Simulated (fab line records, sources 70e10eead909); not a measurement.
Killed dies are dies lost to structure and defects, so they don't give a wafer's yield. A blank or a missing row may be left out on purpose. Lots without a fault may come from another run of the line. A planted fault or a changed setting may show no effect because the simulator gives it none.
fab line records | flow nand_harc
record lots=5 wafers=15 last_day=23
route steps=1159 shown A_STAIRCASE@560
lots that met no fault: from a run of the same line without faults
start_h: hours from the record's first day to the start of the lot's first wafer shown | wait_h: hours since the lot's step before | " the same as in the row above | L1.1+2: a row that stands for several wafers | - no value, or no start given | * or withheld: withheld | < > ~ a bound
route shown NAME@n: a module of which the file shows steps, and the number in the route of the first | usual: mean/standard deviation of fault-free wafers | same: alike in all rows | chamber/n: place in a boat | sites: the reading at each site | _std_site: their standard deviation | _edge_site: outer sites' mean less inner sites' | radius_mm: how far each site lies from the wafer's centre | mask NAME#n: copy n | behind: the tool/chamber that last shaped the wafer | hold: why the lot was held/for how many hours/how that ended | device: the transistor (n, p or np) that didn't switch | end of line: the same wafers' tests at the end of the route | a step without rows: its recipe alone | killed: dies lost to structure and defects at the first sort, not the wafer's yield | map: a wafer's dies, x killed, . not, _ none there
set.NAME: the setting as run; set.NAME@STEP: as run at that earlier step | model.NAME: the simulator's own value behind a step, which no gauge read
lots at some steps of the route; a table a step, a row a wafer
services: from which hour (start_h, from the record's first day; less than 0 if before it) a tool's chamber was out of use, for how many hours, and why
## steps
# step NHARC_A_STAIRCASE_ETCH_23
# recipe target_depth_a=1000 time_s=40.5 ion_energy_ev=400 c4f8_flow_sccm=20 o2_flow_sccm=10 ar_flow_sccm=withheld rf_w=600 bias_w=1000 chemistry=C4F8/O2
# usual oes_product_au=0.942/0.014 rf_vpp_V=897/5.8
# columns lot.wafer tool chamber start_h wait_h oes_product_au rf_hours_counter_h rf_vpp_V
L076.1 rie_diel-02 3 - - 0.943 37 891
L076.2 " 2 " " 0.947 27 899
L076.6 " 0 " " 0.958 - 905
L080.1 rie_diel-01 0 - - 0.930 41 906
L080.2 " 1 " " 0.951 42 896
L080.4 " 2 " " 0.941 41 896
L091.2 rie_diel-08 3 - - 0.948 14 900
L091.1 " 0 " " 0.954 15 899
L091.5 " 2 " " 0.944 - 905
L092.1 rie_diel-02 0 - - 0.976 1 904
L092.3 " 1 " " 0.942 1 890
L092.6 " 0 " " 0.978 - 906
L093.1 rie_diel-02 3 - - 0.957 3 890
L093.4 " 0 " " 0.953 3 904
L093.6 " 2 " " 0.935 - 900
# step NHARC_A_STAIRCASE_TRIM_24
# recipe time_s=211.2 o2_flow_sccm=500 ar_flow_sccm=0 bias_w=0 chemistry=O2
# usual drypump_motor_current_A=5.7/0.61 oes_product_au=0.998/0.01 rf_vpp_V=58.0/0.84 showerhead_plenum_p_Torr=3.56/0.16 throttle_valve_pct=17.037/0.0092
# columns lot.wafer tool chamber start_h wait_h drypump_motor_current_A oes_product_au rf_hours_counter_h rf_vpp_V showerhead_plenum_p_Torr throttle_valve_pct
L076.2 rie_diel-02 3 - - 6.6 0.992 37 58.0 3.38 17.050
L076.1 " 0 " " 4.9 1.000 35 59.3 3.79 17.015
L076.6 " 0 " " 4.9 0.989 - 57.0 3.79 17.036
L080.2 rie_diel-01 0 - - 6.0 0.989 41 60.7 3.78 17.017
L080.4 " 1 " " 5.7 1.004 42 57.4 3.54 17.036
L080.1 " 3 " " 5.0 1.003 40 58.1 3.61 17.035
L091.1 rie_diel-08 1 - - 5.2 1.003 15 59.5 3.44 17.025
L091.2 " 2 " " 5.6 1.002 14 58.3 3.80 17.053
L091.5 " 1 " " 5.2 0.991 - 57.7 3.44 17.035
L092.1 rie_diel-02 2 - - 6.5 0.995 2 58.8 3.59 17.023
L092.3 " 3 " " 6.6 1.012 2 57.8 3.37 17.039
L092.6 " 0 " " 4.9 1.018 - 58.1 3.77 17.046
L093.4 rie_diel-02 1 - - 5.2 0.978 3 57.4 3.33 17.038
L093.1 " 2 " " 6.5 0.986 3 56.9 3.59 17.016
L093.6 " 0 " " 4.9 1.002 - 57.9 3.77 17.036
# step NHARC_A_STAIRCASE_ETCH_25
# recipe target_depth_a=1000 time_s=40.5 ion_energy_ev=400 c4f8_flow_sccm=20 o2_flow_sccm=10 ar_flow_sccm=withheld rf_w=600 bias_w=1000 chemistry=C4F8/O2
# usual oes_product_au=0.941/0.011 rf_vpp_V=897/5.8
# columns lot.wafer tool chamber start_h wait_h oes_product_au rf_hours_counter_h rf_vpp_V
L076.1 rie_diel-02 0 - - 0.944 35 905
L076.2 " 3 " " 0.929 37 891
L076.6 " 2 " " 0.940 - 900
L080.2 rie_diel-01 0 - - 0.943 41 906
L080.4 " 2 " " 0.961 41 894
L080.1 " 3 " " 0.954 40 898
L091.2 rie_diel-08 2 - - 0.947 14 906
L091.1 " 1 " " 0.932 16 893
L091.5 " 2 " " 0.936 - 905
L092.3 rie_diel-02 3 - - 0.958 2 891
L092.1 " 2 " " 0.945 2 899
L092.6 " 0 " " 0.963 - 905
L093.4 rie_diel-02 3 - - 0.951 3 889
L093.1 " 1 " " 0.928 3 890
L093.6 " 3 " " 0.963 - 891
# step NHARC_A_STAIRCASE_TRIM_26
# recipe time_s=211.2 o2_flow_sccm=500 ar_flow_sccm=0 bias_w=0 chemistry=O2
# usual drypump_motor_current_A=5.8/0.61 oes_product_au=0.999/0.011 rf_vpp_V=57.9/0.91 showerhead_plenum_p_Torr=3.56/0.15 throttle_valve_pct=17.037/0.0087
# columns lot.wafer tool chamber start_h wait_h drypump_motor_current_A oes_product_au rf_hours_counter_h rf_vpp_V showerhead_plenum_p_Torr throttle_valve_pct
L076.2 rie_diel-02 2 - - 6.5 1.002 27 57.0 3.61 17.035
L076.1 " 3 " " 6.6 0.996 37 57.0 3.38 17.045
L076.6 " 2 " " 6.5 1.002 - 58.0 3.61 17.029
L080.4 rie_diel-01 1 - - 5.7 1.015 42 57.1 3.54 17.046
L080.2 " 2 " " 5.6 0.994 41 56.8 3.50 17.043
L080.1 " 3 " " 5.0 1.006 40 58.2 3.61 17.050
L091.2 rie_diel-08 0 - - 5.6 0.993 15 57.2 3.59 17.034
L091.1 " 2 " " 5.7 0.996 14 58.7 3.80 17.030
L091.5 " 3 " " 6.0 0.997 - 58.4 3.62 17.046
L092.1 rie_diel-02 3 - - 6.6 1.018 2 59.5 3.37 17.032
L092.3 " 2 " " 6.5 0.991 2 56.4 3.59 17.033
L092.6 " 3 " " 6.6 1.010 - 58.4 3.37 17.029
L093.4 rie_diel-02 2 - - 6.5 0.997 3 56.8 3.59 17.042
L093.1 " 0 " " 4.9 1.004 3 58.5 3.77 17.053
L093.6 " 3 " " 6.6 1.007 - 57.8 3.36 17.042
# step NHARC_A_STAIRCASE_ETCH_27
# recipe target_depth_a=1000 time_s=40.5 ion_energy_ev=400 c4f8_flow_sccm=20 o2_flow_sccm=10 ar_flow_sccm=withheld rf_w=600 bias_w=1000 chemistry=C4F8/O2
# usual oes_product_au=0.940/0.012 rf_vpp_V=897/5.7
# columns lot.wafer tool chamber start_h wait_h oes_product_au rf_hours_counter_h rf_vpp_V
L076.2 rie_diel-02 3 - - 0.938 37 890
L076.1 " 2 " " 0.953 27 901
L076.6 " 2 " " 0.953 - 898
L080.2 rie_diel-01 1 - - 0.937 42 897
L080.4 " 2 " " 0.919 41 895
L080.1 " 3 " " 0.929 41 899
L091.1 rie_diel-08 0 - - 0.931 16 899
L091.2 " 3 " " 0.944 14 900
L091.5 " 1 " " 0.955 - 894
L092.1 rie_diel-02 0 - - 0.936 2 904
L092.3 " 3 " " 0.958 2 890
L092.6 " 1 " " 0.930 - 888
L093.1 rie_diel-02 1 - - 0.916 3 890
L093.4 " 2 " " 0.941 3 897
L093.6 " 0 " " 0.949 - 905
# step NHARC_A_STAIRCASE_STRIP_175
# recipe power_w=1500 temp_c=250 chemistry=O2
# usual drypump_motor_current_A=5.4/0.41 heater_power_w=372/35 temp_c=250.02/0.18
# columns lot.wafer tool chamber start_h wait_h drypump_motor_current_A heater_power_w rf_hours_counter_h temp_c
L076.2 plasma_asher-01 0 254.70 0.2 5.4 376 49 250.16
L076.1 " 1 " " 5.1 332 49 249.97
L076.6 " 0 " " 5.3 378 - 249.91
L080.1 plasma_asher-01 0 270.80 0.1 5.4 381 55 250.00
L080.2 " 1 " " 5.1 332 55 249.40
L080.4 " 0 " " 5.4 380 - 250.08
L091.1 plasma_asher-02 0 336.80 0.1 6.1 364 50 250.03
L091.2 " 1 " " 5.2 424 50 250.21
L091.5 " 1 " " 5.2 426 - 250.20
L092.1 plasma_asher-01 0 341.79 0.2 5.3 364 18 249.94
L092.3 " 1 " " 5.1 316 - 249.90
L092.6 " 1 " " 5.0 313 - 249.71
L093.1 plasma_asher-02 1 347.05 0.1 5.2 427 54 250.28
L093.4 " 1 " " 5.2 422 - 249.71
L093.6 " 1 " " 5.2 426 - 249.94
# step NHARC_A_STAIRCASE_STRIP_148
# recipe time_s=900 temp_c=130 chemistry=SPM
# usual bath_heat_duty_pct=15.3/1.9 temp_c=129.98/0.14
# columns lot.wafer tool chamber start_h wait_h bath_heat_duty_pct temp_c
L076.1 wet_bench-07 6 255.06 0.3 15.6 129.86
L076.2 " 2 " " 15.4 129.63
L076.6 " 3 " " 15.7 130.12
L080.1 wet_bench-09 6 271.17 0.3 12.9 130.06
L080.2 " 0 " " 15.2 129.75
L080.4 " 1 " " 15.7 130.09
L091.2 wet_bench-04 5 337.15 0.3 16.0 129.73
L091.5 " 0 " " 14.3 129.95
L091.1 " 1 " " 18.2 130.06
L092.6 wet_bench-07 3 342.11 0.1 15.2 129.91
L092.1 " 4 " " 13.5 129.87
L092.3 " 5 " " 15.0 130.10
L093.1 wet_bench-04 7 347.41 0.3 18.1 129.97
L093.6 " 0 " " 13.3 129.93
L093.4 " 1 " " 18.3 129.78
# step NHARC_A_STAIRCASE_PRECLEAN_149
# recipe time_s=* temp_c=50 bath_age_min=0 chemistry=SC1
# usual bath_heat_duty_pct=7.3/1.1 temp_c=49.99/0.11
# columns lot.wafer tool chamber start_h wait_h bath_heat_duty_pct temp_c
L076.1 wet_bench-07 6 - - 8.0 50.11
L076.2 " 2 " " 8.8 50.08
L076.6 " 3 " " 6.6 49.97
L080.1 wet_bench-09 6 - - 7.7 49.93
L080.2 " 0 " " 9.0 49.96
L080.4 " 1 " " 7.1 49.98
L091.2 wet_bench-04 5 - - 7.6 50.14
L091.5 " 0 " " 7.2 50.21
L091.1 " 1 " " 8.5 49.87
L092.6 wet_bench-07 3 - - 6.5 50.11
L092.1 " 4 " " 6.1 49.99
L092.3 " 5 " " 7.1 49.95
L093.1 wet_bench-04 7 - - 9.4 49.94
L093.6 " 0 " " 7.4 49.86
L093.4 " 1 " " 9.2 50.25
# step NHARC_A_STAIRCASE_SRD_150
# columns lot.wafer tool chamber start_h wait_h
L076.1+2+6 wet_bench-07 6,2,3 - -
L080.1+2+4 wet_bench-09 6,0,1 - -
L091.2+5+1 wet_bench-04 5,0,1 - -
L092.6+1+3 wet_bench-07 3,4,5 - -
L093.1+6+4 wet_bench-04 7,0,1 - -
# step NHARC_A_STAIRCASE_DEHYDRATE_176
# recipe temp_c=150 time_s=120
# columns lot.wafer tool chamber start_h wait_h
L076.1+2+6 litho_track-05 0 255.51 -
L080.1+2+4 litho_track-05 0 271.62 -
L091.1+2+5 litho_track-07 0 337.60 -
L092.1+3+6 litho_track-05 0 342.55 -
L093.1+4+6 litho_track-02 0 347.86 -
## services
# columns tool chamber start_h hours kind
rie_diel-02 0 233.33 - clean
rie_diel-02 1 233.33 - clean
rie_diel-02 2 233.33 - clean
rie_diel-02 3 233.33 - clean
litho_track-05 - 237.00 7.0 pm
rie_diel-01 3 240.27 4.8 repair
rie_diel-01 2 241.03 3.9 repair
rie_diel-02 1 250.78 36.2 repair
rie_diel-02 0 257.84 - clean
rie_diel-02 2 257.84 - clean
rie_diel-02 3 257.84 - clean
wet_bench-07 - 272.01 8.0 pm
rie_diel-02 0 282.34 - clean
rie_diel-02 2 282.34 - clean
rie_diel-02 3 282.34 - clean
plasma_asher-01 - 283.13 9.0 pm
wet_bench-09 - 288.80 8.0 pm
rie_diel-08 - 301.86 9.0 pm
rie_diel-02 0 307.41 9.1 repair
rie_diel-01 - 315.37 9.0 pm
rie_diel-02 - 327.83 9.0 pm
wet_bench-04 - 339.20 8.0 pm
litho_track-02 - 340.00 7.0 pm
rie_diel-01 2 340.21 7.5 repair
## key
fault none
